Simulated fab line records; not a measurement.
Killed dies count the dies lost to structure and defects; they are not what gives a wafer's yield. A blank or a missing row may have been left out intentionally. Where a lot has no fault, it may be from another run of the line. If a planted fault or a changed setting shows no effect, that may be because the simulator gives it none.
Matching of chambers + flow nand harc + NHARC_P_GATE_DESCUM_48 on rie diel-05 has 4 sister chambers
The step chemistry O2, time 3 s. 20 wafers are shown with their chamber, then 10 later ones without.

## EACH WAFER AND ITS CHAMBER
| wafer  | chamber | drypump motor current A (A) | rf vpp V (V) | oes product au (a.u.) |
|--------|---------|-----------------------------|--------------|-----------------------|
| L074.2 | 3       | 5.1                         | 56.8         | 1.002                 |
| L074.3 | 1       | 5.9                         | 58.9         | 1.004                 |
| L074.6 | 3       | 5.0                         | 57.4         | 1.006                 |
| L076.1 | 0       | 5.4                         | 59.0         | 1.008                 |
| L076.3 | 2       | 6.0                         | 56.5         | 1.001                 |
| L076.4 | 3       | 5.0                         | 56.5         | 0.999                 |
| L082.1 | 2       | 6.0                         | 57.8         | 0.998                 |
| L082.2 | 0       | 5.4                         | 59.5         | 1.009                 |
| L082.4 | 3       | 5.0                         | 58.0         | 1.003                 |
| L083.2 | 1       | 5.9                         | 58.2         | 1.009                 |
| L083.3 | 0       | 5.5                         | 58.8         | 1.003                 |
| L083.4 | 3       | 5.1                         | 57.0         | 1.011                 |
| L085.2 | 2       | 5.9                         | 56.9         | 0.984                 |
| L085.3 | 1       | 5.9                         | 59.0         | 1.004                 |
| L085.6 | 2       | 5.9                         | 58.7         | 1.001                 |
| L089.1 | 2       | 6.0                         | 57.8         | 1.000                 |
| L089.2 | 0       | 5.4                         | 59.4         | 0.996                 |
| L089.3 | 3       | 5.0                         | 56.7         | 0.986                 |
| L092.1 | 2       | 6.0                         | 56.2         | 1.001                 |
| L092.3 | 0       | 5.5                         | 58.1         | 1.004                 |

SIGNATURES, as means of the wafers listed above
| reading                 | chamber 0 | chamber 1 | chamber 2 | chamber 3 | scatter within a chamber |
|-------------------------|-----------|-----------|-----------|-----------|--------------------------|
| drypump motor current A | 5.440     | 5.900     | 5.967     | 5.033     | 0.0492                   |
| rf vpp V                | 58.960    | 58.700    | 57.317    | 57.067    | 0.69                     |
| oes product au          | 1.00400   | 1.00567   | 0.99750   | 1.00117   | 0.00665                  |
Rule: distance of a wafer from a chamber = root of the sum over the readings of ((wafer's reading minus chamber's mean) / reading's scatter) squared. The wafer belongs to the nearest chamber; if the next one is less than 2 further off, it can't be placed. How the scatter is found: for the shown wafers, subtract from each reading the mean of its chamber, square and add these, divide the total by (wafers less chambers), then take the root.

## WAFERS WITHOUT THEIR CHAMBER
| wafer  | drypump motor current A (A) | rf vpp V (V) | oes product au (a.u.) |
|--------|-----------------------------|--------------|-----------------------|
| L092.6 | 5.1                         | 57.9         | 0.990                 |
| L093.3 | 6.0                         | 57.2         | 0.997                 |
| L093.5 | 5.1                         | 57.7         | 0.992                 |
| L093.6 | 5.5                         | 58.1         | 1.004                 |
| L094.4 | 5.4                         | 59.1         | 1.009                 |
| L094.5 | 5.9                         | 58.2         | 1.009                 |
| L094.6 | 5.4                         | 58.8         | 1.004                 |
| L097.2 | 5.9                         | 57.6         | 0.996                 |
| L097.3 | 6.0                         | 56.6         | 1.000                 |
| L097.5 | 5.0                         | 57.3         | 0.988                 |

## CHAMBER TAKEN BY EACH
| wafer  | from the rows above     | in truth |
|--------|-------------------------|----------|
| L092.6 | 3                       | 3        |
| L093.3 | 2                       | 2        |
| L093.5 | 3                       | 3        |
| L093.6 | 0                       | 0        |
| L094.4 | 0                       | 0        |
| L094.5 | can't be placed: 1 or 2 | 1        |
| L094.6 | 0                       | 0        |
| L097.2 | can't be placed: 2 or 1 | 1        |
| L097.3 | 2                       | 2        |
| L097.5 | 3                       | 3        |
Correctly placed: 8 of 10. Unplaceable from these rows: 2, with the true chamber sitting among the candidates in 2. Placed wrongly: 0.
